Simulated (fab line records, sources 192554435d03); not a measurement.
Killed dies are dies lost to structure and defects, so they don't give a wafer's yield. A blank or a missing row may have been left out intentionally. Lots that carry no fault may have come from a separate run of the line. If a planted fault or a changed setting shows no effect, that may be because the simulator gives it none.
Chamber matching | flow n5_finfet | 4 sister chambers for N5_BEOL_M5_STRIP_64 on rie_diel-03
The step strips in CF4. 4 wafers are shown with their chamber, then 8 later ones without.

## EACH WAFER AND ITS CHAMBER
wafer  | chamber | drypump_motor_current_A (A)
L080.3 | 0       | 6.7
L085.4 | 1       | 6.1
L085.5 | 2       | 4.9
L092.1 | 3       | 5.9

## WAFERS WHOSE CHAMBER IS MISSING
wafer  | drypump_motor_current_A (A)
L092.2 | 6.1
L092.5 | 6.7
L094.1 | 6.0
L094.4 | 4.9
L094.5 | 6.8
L095.1 | 4.9
L095.4 | 6.7
L095.6 | 6.1

## WHICH CHAMBER EACH WENT THROUGH
wafer  | from the rows above     | in truth
L092.2 | 1                       | 1
L092.5 | 0                       | 0
L094.1 | can't be placed: 1 or 3 | 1
L094.4 | 2                       | 2
L094.5 | 0                       | 0
L095.1 | 2                       | 2
L095.4 | 0                       | 0
L095.6 | 1                       | 1
Placed correctly: 7 of 8. Can't be placed from these rows: 1 (the true chamber is among the candidates in 1). Placed wrongly: 0.
How it was worked out, from the rows above alone: a wafer's distance from a chamber is the root of the sum, over the readings, of the square of ((its reading less the chamber's mean) divided by the reading's scatter). If the next closest chamber is less than 2 further off than the closest, the wafer can't be placed; otherwise it belongs to the closest. A chamber's mean is the mean of its shown wafers. The scatter (one wafer shown for each chamber): square how far every hidden wafer sits from the nearest shown wafer, average those squares and take the square root.
